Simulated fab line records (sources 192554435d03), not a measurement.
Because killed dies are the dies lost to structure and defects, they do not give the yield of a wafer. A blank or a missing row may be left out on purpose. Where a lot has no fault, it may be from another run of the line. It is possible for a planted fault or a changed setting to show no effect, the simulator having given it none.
fab line records	flow n5Finfet
[record] lots = 6	wafers = 18	lastDay = 18
route steps=1938 shown BEOL_M0_SAQP@682 BEOL_M4@1111 PASSIVATION@1936
lots that met no fault: from a run of the same line without faults
startH: hours from the record's opening day to when the first of the lot's shown wafers began	waitH: hours from the lot's prior step to this one	" same as the row above	L1.1+2: several wafers, shown together as one row	- value missing, or start not given	* or withheld: withheld	< > ~ a bound
route shown NAME@n: a module of which the file shows steps, and the number in the route of the first	usual: mean and standard deviation over wafers with no fault	same: alike in all rows	chamber/n: place in a boat	sites: the reading at each site	_std_site: the standard deviation of these	_edge_site: inner sites' mean taken away from outer sites' mean	radiusMm: for every site, how far away it sits from the centre of the wafer	mask NAME#n: copy n	behind: tool/chamber where the wafer was last shaped	hold: why the lot went on hold/how many hours it stayed there/how the hold came to an end	device: which transistor (n, p or np) failed to switch	end of line: the tests these same wafers got at the end of their route	for a step that has no rows: nothing shown but its recipe	killed: not the wafer's yield, but the dies lost to structure and defects at the first sort	map: shows each die of a wafer: x if killed, . if not, _ if none is there
set.NAME: the run value of the setting; set.NAME@STEP: its run value at that earlier step	model.NAME: the simulator's own value behind a step, which no gauge read
certain route steps with their lots: each step a table, each wafer a row
services: a tool's chamber out of use, with start hour (startH, from the record's first day; less than 0 if before it), hours out, and reason
[[steps]]
[step N5_BEOL_M0_SAQP_COAT_87]
[recipe] resist = underlayer	tempC = 205	timeS = 60	spinRpm = 1500	resistThkNm = 5
[step N5_BEOL_M0_SAQP_COAT_34]
[recipe] resist = CAR-EUV	spinRpm = 1500	resistThkNm = 30
[step N5_BEOL_M0_SAQP_EBR_36]
[recipe] solvent = PGMEA	ebrWidthMm = 1.5
[step N5_BEOL_M0_SAQP_SOFTBAKE_35]
[recipe] tempC = 110	timeS = 60	resist = CAR-EUV
[step N5_BEOL_M0_SAQP_EXPOSE_37]
[recipe] maskId = M0_CUT1	na = 0.33	sourceShape = annular	sigmaInner = 0.35	sigmaOuter = 0.8	polarization = unpolarized	targetCdNm = 30	doseMj = 44.75
[step N5_BEOL_M0_SAQP_PEB_38]
[recipe] pebTempC = 100	pebTimeS = 60	resist = CAR-EUV
[step N5_BEOL_M0_SAQP_DEVELOP_39]
[recipe] developTimeS = 30	developer = TMAH	resist = CAR-EUV	rinseLiquid = surfactantRinse	dry = airSpin	devTempC = 23
[step N5_BEOL_M0_SAQP_CD_MEAS_40]
[recipe] targetCdNm = 30	landingEnergyEv = 500	detector = seInlens
[usual] cdNm = 30.01/0.23
[same] landingEnergyEv = 500
lot.wafer	tool	chamber	startH	waitH	cdNm
L385.2	cdSem-02	0	118.34	-	30.13
L385.3	"	0	"	"	30.34
L385.5	"	0	"	"	30.10
L388.4	cdSem-03	0	141.28	-	29.74
L388.5	"	0	"	"	29.74
L388.6	"	0	"	"	30.24
L391.3	cdSem-03	0	159.25	-	29.61
L391.4	"	0	"	"	30.07
L391.5	"	0	"	"	30.08
L396.1	cdSem-02	0	182.95	-	29.97
L396.2	"	0	"	"	30.24
L396.5	"	0	"	"	29.67
L402.1	cdSem-01	0	218.91	-	29.71
L402.4	"	0	"	"	29.83
L402.6	"	0	"	"	30.09
L407.2	cdSem-03	0	250.66	-	29.87
L407.5	"	0	"	"	29.83
L407.6	"	0	"	"	29.91
[step N5_BEOL_M0_SAQP_OVL_MEAS_41]
[recipe] pointsPerWafer = 522
[usual] M0_CUT1_OVL = -0.3/0.68
lot.wafer	tool	chamber	startH	waitH	M0_CUT1_OVL[nm]
L385.2	overlay-02	0	118.37	0.0	-0.8
L385.3	"	0	"	"	-0.2
L385.5	"	0	"	"	-0.3
L388.4	overlay-02	0	141.33	0.0	0.8
L388.5	"	0	"	"	0.6
L388.6	"	0	"	"	-0.2
L391.3	overlay-01	0	159.29	0.0	0.1
L391.4	"	0	"	"	-1.0
L391.5	"	0	"	"	-0.1
L396.1	overlay-02	0	182.98	0.0	-0.1
L396.2	"	0	"	"	1.2
L396.5	"	0	"	"	1.1
L402.1	overlay-02	0	218.94	0.0	-1.0
L402.4	"	0	"	"	-0.3
L402.6	"	0	"	"	-0.7
L407.2	overlay-02	0	250.69	0.0	0.3
L407.5	"	0	"	"	0.4
L407.6	"	0	"	"	-0.6
[step N5_BEOL_M0_SAQP_INSPECT_42]
[recipe] mode = adi	inspectInstrument = brightfield
[usual] rawDefectCount = 281/77
lot.wafer	tool	chamber	startH	waitH	rawDefectCount
L385.2	defectInspect-02	-	118.43	0.0	354
L385.3	"	-	"	"	285
L385.5	"	-	"	"	215
L388.4	defectInspect-01	-	141.37	0.0	151
L388.5	"	-	"	"	213
L388.6	"	-	"	"	213
L391.3	defectInspect-01	-	159.34	0.0	486
L391.4	"	-	"	"	430
L391.5	"	-	"	"	339
L396.1	defectInspect-01	-	183.03	0.1	319
L396.2	"	-	"	"	374
L396.5	"	-	"	"	410
L402.1	defectInspect-02	-	219.00	0.1	216
L402.4	"	-	"	"	141
L402.6	"	-	"	"	229
L407.2	defectInspect-01	-	250.74	0.0	337
L407.5	"	-	"	"	293
L407.6	"	-	"	"	371
[step N5_BEOL_M0_SAQP_DESCUM_45]
[recipe] chemistry = O2	timeS = 7	sourcePowerW = 50	biasPowerW = 20	pressureMtorr = 20	rfFrequencyHz = 2.712e+07	tempC = 40	resist = CAR-EUV	o2FlowSccm = 225
[usual] drypumpMotorCurrentA = 5.9/0.56	oesProductAu = 0.77/0.093	rfVppV = 243.4/1.3	showerheadPlenumPTorr = 2.10/0.059	throttleValvePct = 20.43/0.24
lot.wafer	tool	chamber	startH	waitH	drypumpMotorCurrentA	oesProductAu	rfHoursCounterH	rfVppV	showerheadPlenumPTorr	throttleValvePct
L385.2	rieDiel-05	3	118.46	0.0	5.8	0.72	154	244.7	2.16	20.60
L385.3	"	0	"	"	6.6	0.79	135	241.1	2.04	20.17
L385.5	"	0	"	"	6.6	0.78	-	242.6	2.03	20.17
L388.4	rieDiel-02	2	141.41	0.0	5.9	0.70	226	240.5	1.98	20.31
L388.5	"	0	"	"	5.2	0.71	-	244.8	2.12	20.12
L388.6	"	1	"	"	6.3	0.85	-	244.4	2.14	20.12
L391.3	rieDiel-02	1	159.43	0.1	6.3	0.85	57	244.2	2.14	20.13
L391.4	"	3	"	"	6.2	0.68	223	244.2	2.18	20.57
L391.5	"	3	"	"	6.2	0.67	-	243.9	2.18	20.58
L396.1	rieDiel-02	2	183.07	0.0	5.9	0.70	239	242.7	1.98	20.33
L396.2	"	1	"	"	6.3	0.84	64	243.0	2.14	20.13
L396.5	"	2	"	"	5.9	0.70	-	242.1	1.98	20.34
L402.1	rieDiel-03	1	219.06	0.1	5.3	0.72	191	243.6	2.09	20.92
L402.4	"	0	"	"	5.9	0.94	25	242.4	2.03	20.30
L402.6	"	0	"	"	5.9	0.93	-	243.2	2.03	20.31
L407.2	rieDiel-03	3	250.78	0.0	4.8	0.71	196	244.1	2.17	20.53
L407.5	"	2	"	"	6.0	0.94	-	244.6	2.12	20.29
L407.6	"	1	"	"	5.4	0.72	-	243.5	2.08	20.95
[step N5_BEOL_M0_SAQP_ETCH_88]
[recipe] chemistry = N2/H2	target = underlayer	targetDepthA = 65	timeS = 5.2	ionEnergyEv = 200	maskMaterial = CAR-EUV	pressureMtorr = 30	sourceW = 840	biasW = 150	n2FlowSccm = 200	h2FlowSccm = 200	ends = cleared
[usual] drypumpMotorCurrentA = 5.9/0.56	etchRfOnTimeS = 5.24/0.18	oesProductAu = 0.65/0.077	rfVppV = 524.2/2.4	showerheadPlenumPTorr = 2.55/0.078	throttleValvePct = 17.86/0.18
lot.wafer	tool	chamber	startH	waitH	drypumpMotorCurrentA	etchRfOnTimeS	oesProductAu	rfHoursCounterH	rfVppV	showerheadPlenumPTorr	throttleValvePct
L385.2	rieDiel-05	3	118.49	0.0	5.9	5.32	0.61	154	526.4	2.65	18.11
L385.3	"	0	"	"	6.6	5.36	0.66	135	521.4	2.46	17.61
L385.5	"	0	"	"	6.6	5.34	0.65	-	521.5	2.46	17.63
L388.4	rieDiel-02	2	141.44	0.0	5.9	5.39	0.60	226	519.3	2.39	17.68
L388.5	"	0	"	"	5.2	5.33	0.59	-	527.7	2.60	17.70
L388.6	"	1	"	"	6.3	5.24	0.70	-	524.9	2.61	17.61
L391.3	rieDiel-02	1	159.47	0.0	6.3	5.22	0.71	57	523.8	2.61	17.62
L391.4	"	3	"	"	6.2	5.29	0.58	223	525.0	2.65	17.99
L391.5	"	3	"	"	6.2	5.31	0.58	-	524.8	2.65	17.97
L396.1	rieDiel-02	2	183.10	0.0	5.9	5.47	0.58	239	519.4	2.39	17.70
L396.2	"	1	"	"	6.3	5.30	0.70	64	524.0	2.60	17.65
L396.5	"	2	"	"	5.9	5.44	0.59	-	521.3	2.39	17.67
L402.1	rieDiel-03	1	219.09	0.0	5.3	4.77	0.63	191	522.3	2.50	18.09
L402.4	"	0	"	"	5.9	5.09	0.79	25	523.2	2.50	17.91
L402.6	"	0	"	"	5.9	5.15	0.79	-	523.1	2.50	17.91
L407.2	rieDiel-03	3	250.81	0.0	4.8	5.19	0.60	196	525.4	2.63	17.98
L407.5	"	2	"	"	6.0	5.15	0.79	-	523.9	2.60	17.89
L407.6	"	1	"	"	5.4	4.89	0.63	-	523.6	2.50	18.10
[step N5_BEOL_M0_SAQP_ETCH_73]
[recipe] chemistry = CF4	target = SiARC	targetDepthA = 195	maskMaterial = CAR-EUV	timeS = 32.5	ionEnergyEv = 80	pressureMtorr = 40	sourceW = 545	biasW = 36	Ar_flow_sccm = 100	cf4FlowSccm = 100	ends = cleared
[usual] cf4FlowSccm = 100.0/0.3	drypumpMotorCurrentA = 5.9/0.56	etchRfOnTimeS = 32.8/1.1	oesProductAu = 0.66/0.077	rfVppV = 184.1/1.1	showerheadPlenumPTorr = 2.15/0.059	throttleValvePct = 15.63/0.22
lot.wafer	tool	chamber	startH	waitH	cf4FlowSccm	drypumpMotorCurrentA	etchRfOnTimeS	oesProductAu	rfHoursCounterH	rfVppV	showerheadPlenumPTorr	throttleValvePct
L385.2	rieDiel-05	3	118.51	0.0	100.4	5.9	32.9	0.61	154	187.0	2.22	15.80
L385.3	"	0	"	"	100.2	6.6	33.3	0.66	135	183.3	2.08	15.31
L385.5	"	0	"	"	100.0	6.6	32.9	0.66	-	184.2	2.08	15.32
L388.4	rieDiel-02	2	141.46	0.0	100.1	5.9	33.8	0.60	226	183.9	2.04	15.59
L388.5	"	0	"	"	99.9	5.2	33.5	0.61	-	184.8	2.21	15.71
L388.6	"	1	"	"	99.8	6.3	32.5	0.72	-	184.2	2.18	15.24
L391.3	rieDiel-02	1	159.48	0.0	70.2	6.3	34.3	0.69	57	184.8	1.96	14.00
L391.4	"	3	"	"	99.7	6.3	32.8	0.58	223	183.7	2.21	15.65
L391.5	"	3	"	"	99.9	6.3	33.1	0.58	-	184.8	2.21	15.64
L396.1	rieDiel-02	2	183.12	0.0	100.2	5.9	34.0	0.59	239	182.6	2.04	15.61
L396.2	"	1	"	"	70.3	6.3	34.1	0.68	64	183.9	1.96	14.03
L396.5	"	2	"	"	100.0	5.9	34.3	0.59	-	181.3	2.04	15.63
L402.1	rieDiel-03	1	219.11	0.0	100.3	5.3	30.4	0.63	191	185.0	2.14	16.03
L402.4	"	0	"	"	99.9	5.9	31.4	0.80	25	183.3	2.09	15.62
L402.6	"	0	"	"	99.8	5.9	31.5	0.80	-	182.5	2.09	15.63
L407.2	rieDiel-03	3	250.83	0.0	100.5	4.8	33.0	0.61	196	185.4	2.22	15.72
L407.5	"	2	"	"	99.6	6.0	32.5	0.79	-	184.8	2.19	15.57
L407.6	"	1	"	"	99.8	5.3	30.3	0.63	-	183.3	2.13	16.04
[step N5_BEOL_M0_SAQP_CUT_ETCH_46]
[recipe] chemistry = N2/H2	target = SOC	targetDepthA = 1350	overetchA = 270	tempC = 40	timeS = 202.5	ionEnergyEv = 200	maskMaterial = SiARC	pressureMtorr = 30	sourceW = 840	biasW = 150	n2FlowSccm = 200	h2FlowSccm = 200
[usual] drypumpMotorCurrentA = 5.9/0.56	rfVppV = 524.3/2.3	showerheadPlenumPTorr = 2.55/0.078	throttleValvePct = 17.82/0.19
lot.wafer	tool	chamber	startH	waitH	drypumpMotorCurrentA	rfHoursCounterH	rfVppV	showerheadPlenumPTorr	throttleValvePct
L385.2	rieDiel-05	3	118.54	0.0	5.8	154	528.7	2.65	18.07
L385.3	"	0	"	"	6.6	135	522.2	2.46	17.58
L385.5	"	0	"	"	6.6	-	522.7	2.46	17.58
L388.4	rieDiel-02	2	141.49	0.0	5.9	226	520.2	2.39	17.64
L388.5	"	0	"	"	5.2	-	527.0	2.60	17.65
L388.6	"	1	"	"	6.3	-	525.4	2.61	17.57
L391.3	rieDiel-02	1	159.51	0.0	6.3	57	523.9	2.61	17.58
L391.4	"	3	"	"	6.3	223	525.6	2.65	17.93
L391.5	"	3	"	"	6.3	-	525.1	2.65	17.95
L396.1	rieDiel-02	2	183.15	0.0	5.9	239	520.7	2.39	17.67
L396.2	"	1	"	"	6.3	64	522.8	2.60	17.60
L396.5	"	2	"	"	5.9	-	520.2	2.39	17.65
L402.1	rieDiel-03	1	219.14	0.0	5.3	191	524.2	2.50	18.06
L402.4	"	0	"	"	5.9	25	524.5	2.50	17.85
L402.6	"	0	"	"	5.9	-	522.5	2.50	17.85
L407.2	rieDiel-03	3	250.86	0.0	4.8	196	525.7	2.63	17.93
L407.5	"	2	"	"	6.0	-	525.4	2.60	17.85
L407.6	"	1	"	"	5.3	-	523.5	2.50	18.07
[step N5_BEOL_M4_RC_MEAS_101]
[usual] DIBL_N = 36.4/2.7	DIBL_P = 36/3.2	IOFF_N = 0.16/0.046	IOFF_P = 0.21/0.055	ION_N = 677/15	ION_P = 464/11	SS_N = 71.5/0.79	SS_P = 73.3/0.93	VT_N = 250/4.1	VT_P = -251/4.4
lot.wafer	tool	chamber	startH	waitH	DIBL_N[mV/V]	DIBL_P[mV/V]	IOFF_N[nA/um]	IOFF_P[nA/um]	ION_N[uA/um]	ION_P[uA/um]	SS_N[mV/dec]	SS_P[mV/dec]	VT_N[mV]	VT_P[mV]
L385.2	prober-02	0	166.69	0.2	35.5	33	0.13	0.19	694	480	70.7	73.2	251	-248
L385.3	"	0	"	"	34.2	32	0.13	0.18	673	460	70.3	72.9	252	-250
L385.5	"	0	"	"	34.5	32	0.13	0.18	670	466	70.1	72.6	253	-252
L388.4	prober-02	0	207.21	0.5	36.5	36	0.16	0.21	672	460	71.5	73.0	249	-251
L388.5	"	0	"	"	34.8	33	0.13	0.17	668	465	71.4	71.8	250	-251
L388.6	"	0	"	"	37.0	36	0.17	0.22	686	462	71.7	73.2	248	-248
L391.3	prober-01	0	232.87	0.3	34.3	36	0.13	0.19	670	461	71.3	72.5	254	-252
L391.4	"	0	"	"	32.7	34	0.11	0.17	662	457	70.7	71.9	253	-253
L391.5	"	0	"	"	32.1	33	0.11	0.16	672	463	70.8	72.1	253	-250
L396.1	prober-02	0	249.36	0.0	31.1	30	0.11	0.14	661	450	69.8	72.1	251	-256
L396.2	"	0	"	"	29.8	29	0.10	0.13	657	454	70.0	71.8	253	-255
L396.5	"	0	"	"	32.4	32	0.12	0.16	666	455	71.2	72.9	253	-255
L402.1	prober-02	0	286.58	0.0	35.4	37	0.14	0.16	681	463	71.3	72.8	253	-256
L402.4	"	0	"	"	38.2	39	0.18	0.19	675	451	72.4	73.8	248	-256
L402.6	"	0	"	"	36.8	38	0.14	0.16	671	449	72.4	72.8	254	-257
L407.2	prober-01	0	319.60	0.2	35.0	35	0.14	0.15	662	449	71.4	72.9	252	-256
L407.5	"	0	"	"	36.2	36	0.15	0.15	667	447	72.0	73.0	251	-257
L407.6	"	0	"	"	29.7	30	0.07	0.10	631	438	70.5	71.5	260	-263
[step N5_PASSIVATION_PROBE_49]
[usual] defectLimitedYield = 91.1/1.4	killed_at_M0_to_M3 = 34/9.7	killed_at_M4_up = 13/5.1	killedAtContacts = 14/6.3	killedAtFrontEnd = 40/11	killedAtOther = 3.5/2.7	killedDies = 105/16	killedOpen = 70/12	killedShort = 34/7.8	sort_bin_5_function = 5.2/0.88	sort_bin_6_memory = 3.3/0.7	sort_bin_8_speed = 0.1/0.62	sortNPass = 1074/17	sortYieldPct = 91.0/1.5
[same] grossDies = 1180	killedAtBackSide = 0	sort_bin_4_leakage[%] = 0
lot.wafer	tool	chamber	startH	waitH	defectLimitedYield[%]	killed_at_M0_to_M3	killed_at_M4_up	killedAtContacts	killedAtFrontEnd	killedAtOther	killedDies	killedOpen	killedShort	sort_bin_5_function[%]	sort_bin_6_memory[%]	sort_bin_8_speed[%]	sortNPass	sortYieldPct[%]
L385.2	prober-01	-	280.96	0.1	89.2	50	11	17	48	1	127	85	42	6.3	3.9	0	1053	89.2
L385.3	prober-01	-	281.01	0.1	88.1	54	15	25	44	2	140	99	41	7.2	4.2	0	1040	88.1
L385.5	prober-01	-	281.11	0.2	90.3	32	12	26	45	0	115	81	34	6.0	3.5	0	1065	90.3
L388.4	prober-01	-	307.80	0.2	91.5	26	16	25	31	2	100	69	30	5.0	3.1	0	1080	91.5
L388.5	prober-01	-	307.85	0.2	91.8	24	14	15	40	4	97	62	32	5.1	3.0	0	1083	91.8
L388.6	prober-01	-	307.90	0.3	92.4	17	18	13	39	3	90	62	27	3.6	3.7	0	1090	92.4
L391.3	prober-01	-	335.96	0.1	91.4	25	17	11	48	1	102	63	31	4.1	4.0	0	1078	91.4
L391.4	prober-01	-	336.01	0.2	92.7	17	13	16	39	1	86	65	20	4.4	2.8	0	1094	92.7
L391.5	prober-01	-	336.06	0.2	91.4	45	8	18	30	0	101	68	27	5.5	2.3	0	1079	91.4
L396.1	prober-01	-	357.41	0.0	90.1	22	15	10	63	7	117	84	33	5.5	4.2	0	1063	90.1
L396.2	prober-01	-	357.46	0.1	88.4	49	12	10	60	6	137	87	47	7.2	3.9	0	1043	88.4
L396.5	prober-01	-	357.61	0.2	90.4	32	16	22	40	3	113	74	38	5.5	3.6	0	1067	90.4
L402.1	prober-01	-	387.99	0.0	92.8	29	8	12	33	3	85	54	30	4.6	2.5	0	1095	92.8
L402.4	prober-01	-	388.14	0.2	92.4	30	6	12	37	5	90	56	32	3.6	3.9	0	1090	92.4
L402.6	prober-01	-	388.24	0.3	90.7	43	9	16	40	2	110	64	45	5.3	3.3	0	1070	90.7
// killed by level:class
L385.2 MOL_CONTACT_COAG:geometricParticle:open=16 BEOL_M0_SAQP:geometricParticle:short=14 BEOL_M0_SAQP:geometricParticle:open=13 STI_FIN_REVEAL:geometricParticle:open=10 BEOL_M2:geometricParticle:open=10 FIN_SAQP:geometricParticle:short=8 FIN_SAQP:geometricParticle:open=7 DUMMY_GATE:geometricParticle:open=6
L385.3 MOL_CONTACT_COAG:geometricParticle:open=23 BEOL_M2:geometricParticle:open=15 FIN_SAQP:geometricParticle:open=13 FIN_SAQP:geometricParticle:short=9 BEOL_M0_SAQP:geometricParticle:open=8 BEOL_M3:geometricParticle:open=8 BEOL_M0_SAQP:geometricParticle:short=7 BEOL_M1:geometricParticle:open=6
L385.5 MOL_CONTACT_COAG:geometricParticle:open=20 STI_FIN_REVEAL:geometricParticle:open=16 BEOL_M2:geometricParticle:open=10 BEOL_M0_SAQP:geometricParticle:short=7 MOL_CONTACT_COAG:geometricParticle:short=6 FIN_SAQP:geometricParticle:short=5 STARTING-WAFER:geometricParticle:open=5 FIN_SAQP:geometricParticle:open=4
L388.4 MOL_CONTACT_COAG:geometricParticle:open=19 FIN_SAQP:geometricParticle:open=13 BEOL_M4:geometricParticle:open=11 BEOL_M0_SAQP:geometricParticle:open=7 MOL_CONTACT_COAG:geometricParticle:short=6 FIN_SAQP:geometricParticle:short=4 BEOL_M0_SAQP:geometricParticle:short=4 BEOL_M3:geometricParticle:open=4
L388.5 MOL_CONTACT_COAG:geometricParticle:open=10 STI_FIN_REVEAL:geometricParticle:open=9 BEOL_M4:geometricParticle:open=9 BEOL_M2:geometricParticle:open=8 STARTING-WAFER:geometricParticle:open=6 FIN_SAQP:geometricParticle:short=5 GATE_CUT:geometricParticle:short=5 MOL_CONTACT_COAG:geometricParticle:short=5
L388.6 MOL_CONTACT_COAG:geometricParticle:open=13 BEOL_M4:geometricParticle:open=12 FIN_SAQP:geometricParticle:open=9 FIN_SAQP:geometricParticle:short=8 GATE_CUT:geometricParticle:short=6 BEOL_M0_SAQP:geometricParticle:short=6 BEOL_M3:geometricParticle:open=6 STI_FIN_REVEAL:geometricParticle:open=5
L391.3 STI_FIN_REVEAL:geometricParticle:open=10 MOL_CONTACT_COAG:geometricParticle:open=9 BEOL_M0_SAQP:geometricParticle:short=9 GATE_CUT:geometricParticle:open=7 BEOL_M0_SAQP:geometricParticle:open=6 BEOL_M5:geometricParticle:open=6 DUMMY_GATE:geometricParticle:open=5 GATE_CUT:geometricParticle:short=5
L391.4 STI_FIN_REVEAL:geometricParticle:open=16 MOL_CONTACT_COAG:geometricParticle:open=11 BEOL_M0:geometricParticle:open=9 MOL_CONTACT_COAG:geometricParticle:short=5 GATE_CUT:geometricParticle:open=4 BEOL_M4:geometricParticle:open=4 BEOL_M5:geometricParticle:open=4 FIN_SAQP:geometricParticle:open=3
L391.5 MOL_CONTACT_COAG:geometricParticle:open=17 BEOL_M0_SAQP:geometricParticle:open=9 BEOL_M3:geometricParticle:open=9 BEOL_M0_SAQP:geometricParticle:short=8 BEOL_M2:geometricParticle:open=7 BEOL_M0:geometricParticle:open=6 STI_FIN_REVEAL:geometricParticle:open=5 BEOL_M5:geometricParticle:open=5
L396.1 FIN_SAQP:geometricParticle:open=19 STI_FIN_REVEAL:geometricParticle:open=19 FIN_SAQP:geometricParticle:short=9 MOL_CONTACT_COAG:geometricParticle:open=9 BEOL_M1:geometricParticle:open=8 BEOL_M0_SAQP:geometricParticle:open=6 BEOL_M4:geometricParticle:open=6 STARTING-WAFER:geometricParticle:open=5
L396.2 FIN_SAQP:geometricParticle:open=13 STI_FIN_REVEAL:geometricParticle:open=13 BEOL_M1:geometricParticle:open=13 BEOL_M2:geometricParticle:open=10 MOL_CONTACT_COAG:geometricParticle:open=8 FIN_SAQP:geometricParticle:short=7 GATE_CUT:geometricParticle:short=7 BEOL_M1:geometricParticle:short=7
L396.5 MOL_CONTACT_COAG:geometricParticle:open=19 FIN_SAQP:geometricParticle:short=13 BEOL_M0_SAQP:geometricParticle:open=12 BEOL_M0_SAQP:geometricParticle:short=11 FIN_SAQP:geometricParticle:open=7 STI_FIN_REVEAL:geometricParticle:open=7 BEOL_M4:geometricParticle:open=7 BEOL_M0:geometricParticle:open=4
L402.1 STI_FIN_REVEAL:geometricParticle:open=10 MOL_CONTACT_COAG:geometricParticle:open=9 GATE_CUT:geometricParticle:short=6 BEOL_M1:geometricParticle:open=6 GATE_CUT:geometricParticle:open=4 BEOL_M0_SAQP:geometricParticle:open=4 BEOL_M0_SAQP:geometricParticle:short=4 BEOL_M2:geometricParticle:open=4
L402.4 MOL_CONTACT_COAG:geometricParticle:open=12 FIN_SAQP:geometricParticle:short=8 GATE_CUT:geometricParticle:short=6 BEOL_M0_SAQP:geometricParticle:open=6 BEOL_M1:geometricParticle:open=6 STI_FIN_REVEAL:geometricParticle:open=5 BEOL_M0_SAQP:geometricParticle:short=5 FIN_SAQP:geometricParticle:open=4
L402.6 MOL_CONTACT_COAG:geometricParticle:open=13 FIN_SAQP:geometricParticle:short=12 BEOL_M0_SAQP:geometricParticle:open=11 BEOL_M0_SAQP:geometricParticle:short=11 BEOL_M2:geometricParticle:open=7 DUMMY_GATE:geometricParticle:open=6 BEOL_M1:geometricParticle:open=6 GATE_CUT:geometricParticle:short=5
[[services]]
tool	chamber	startH	hours	kind
rieDiel-05	3	120.53	12.2	repair
rieDiel-05	0	130.14	5.3	repair
rieDiel-03	0	130.43	-	clean
rieDiel-03	0	130.43	-	consumableReplace:focusRing
rieDiel-03	0	130.43	18.5	scheduledDown
rieDiel-03	0	130.43	18.5	ventCycle
rieDiel-02	-	145.77	0.3	repair
rieDiel-03	2	149.60	-	clean
rieDiel-03	2	149.60	-	consumableReplace:focusRing
rieDiel-03	2	149.60	19.4	scheduledDown
rieDiel-03	2	149.60	19.4	ventCycle
rieDiel-05	1	196.49	-	clean
rieDiel-05	1	196.49	-	consumableReplace:focusRing
rieDiel-05	1	196.49	20.2	scheduledDown
rieDiel-05	1	196.49	20.2	ventCycle
rieDiel-02	2	214.60	-	clean
rieDiel-02	2	214.60	-	consumableReplace:focusRing
rieDiel-02	2	214.60	-	consumableReplace:showerhead
rieDiel-02	2	214.60	22.7	scheduledDown
rieDiel-02	2	214.60	22.7	ventCycle
[[key]]
[firstSign] step = N5_BEOL_M0_SAQP_ETCH_73	reading = cf4FlowSccm	direction = down	sigmas = 99+	usual = 100.0	struck = 70.3
[effect] step = N5_BEOL_M0_SAQP_ETCH_73	reading = throttleValvePct	direction = down	sigmas = 7.2	usual = *	struck = *
metAt N5_BEOL_M0_SAQP_ETCH_73
struckWafers L391.3,L396.2
onsetBetween 141.46 159.48
[fault] kind = processParameterDrift	tool = rieDiel-02	chamber = 1	onsetH = 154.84	steps = N5_BEOL_M0_SAQP_ETCH_73	channel = cf4FlowSccm	offset = -30	shape = step	endH = 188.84	actsIn = theseRecipesOnly	stated = 100
